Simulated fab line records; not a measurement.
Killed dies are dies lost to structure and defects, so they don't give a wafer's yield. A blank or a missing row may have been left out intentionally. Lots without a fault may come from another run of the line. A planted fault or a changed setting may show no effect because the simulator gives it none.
Chamber matching | flow nandHarc | NHARC_A_BLC_STRIP_21 on rieDiel-04: 4 sister chambers
The step strips in O2. 27 wafers are shown with their chamber, then 12 later ones without.

## WAFERS PAIRED WITH THEIR CHAMBERS
wafer  | chamber | showerheadPlenumPTorr (Torr) | oesProductAu (a.u.) | rfVppV (V)
L076.2 | 1       | 3.44                         | 0.986               | 56.3
L076.3 | 2       | 3.30                         | 0.999               | 57.0
L076.6 | 0       | 3.71                         | 0.991               | 58.5
L080.1 | 3       | 3.30                         | 1.011               | 57.5
L080.3 | 1       | 3.43                         | 0.992               | 57.8
L080.4 | 0       | 3.71                         | 0.991               | 58.0
L080.2 | 2       | 3.30                         | 1.001               | 56.6
L080.5 | 3       | 3.30                         | 1.009               | 57.7
L080.6 | 0       | 3.71                         | 0.983               | 58.8
L079.3 | 1       | 3.43                         | 0.990               | 58.2
L079.4 | 0       | 3.71                         | 0.996               | 58.4
L079.5 | 2       | 3.30                         | 0.999               | 58.4
L081.2 | 0       | 3.71                         | 0.994               | 57.5
L081.4 | 1       | 3.43                         | 0.992               | 58.3
L081.6 | 1       | 3.43                         | 0.987               | 56.1
L083.1 | 2       | 3.30                         | 1.014               | 58.3
L083.2 | 0       | 3.71                         | 0.994               | 58.6
L083.3 | 1       | 3.43                         | 0.994               | 56.6
L084.3 | 1       | 3.43                         | 0.991               | 58.5
L084.4 | 2       | 3.30                         | 1.005               | 56.8
L084.5 | 0       | 3.71                         | 0.990               | 57.4
L089.1 | 0       | 3.71                         | 0.997               | 57.4
L089.2 | 3       | 3.30                         | 1.018               | 56.5
L089.6 | 0       | 3.71                         | 0.986               | 58.2
L090.2 | 1       | 3.43                         | 1.000               | 57.3
L090.5 | 3       | 3.30                         | 1.014               | 56.7
L090.6 | 0       | 3.71                         | 0.988               | 59.4

SIGNATURES (means of the wafers above)
reading               | chamber 0 | chamber 1 | chamber 2 | chamber 3 | scatter within a chamber
showerheadPlenumPTorr | 3.7100    | 3.4313    | 3.3000    | 3.3000    | 0.00195
oesProductAu          | 0.99100   | 0.99150   | 1.00360   | 1.01300   | 0.00473
rfVppV                | 58.220    | 57.388    | 57.420    | 57.100    | 0.788
Rule: for a wafer and a chamber, the distance is found by dividing, reading by reading, the gap between the wafer's reading and the chamber's mean by the reading's scatter, squaring, summing and taking the root. If the next closest chamber is less than 2 further off than the closest, the wafer can't be placed; otherwise it belongs to the closest. The scatter: the root of (the sum of the squares of (reading less its chamber's mean) over the shown wafers, divided by (wafers less chambers)).

## WAFERS WHOSE CHAMBER IS MISSING
wafer  | showerheadPlenumPTorr (Torr) | oesProductAu (a.u.) | rfVppV (V)
L091.2 | 3.30                         | 1.000               | 57.9
L091.3 | 3.30                         | 1.018               | 57.2
L091.6 | 3.43                         | 0.997               | 56.8
L092.2 | 3.30                         | 1.020               | 57.9
L092.3 | 3.43                         | 0.995               | 57.3
L092.6 | 3.30                         | 0.985               | 56.1
L095.1 | 3.30                         | 1.019               | 58.4
L095.2 | 3.43                         | 1.000               | 56.2
L095.4 | 3.29                         | 0.982               | 57.1
L096.3 | 3.43                         | 1.002               | 57.4
L096.5 | 3.43                         | 1.009               | 55.9
L096.6 | 3.70                         | 0.986               | 58.7

## EACH ONE'S CHAMBER
wafer  | from the rows above     | in truth
L091.2 | can't be placed: 2 or 3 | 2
L091.3 | can't be placed: 3 or 2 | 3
L091.6 | 1                       | 1
L092.2 | can't be placed: 3 or 2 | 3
L092.3 | 1                       | 1
L092.6 | can't be placed: 2 or 3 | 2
L095.1 | can't be placed: 3 or 2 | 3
L095.2 | 1                       | 1
L095.4 | can't be placed: 2 or 3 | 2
L096.3 | 1                       | 1
L096.5 | 1                       | 1
L096.6 | 0                       | 0
Placed correctly: 6 of 12. From these rows, 6 cannot be placed; in 6 the true chamber is one of the candidates. Placed wrongly: 0.
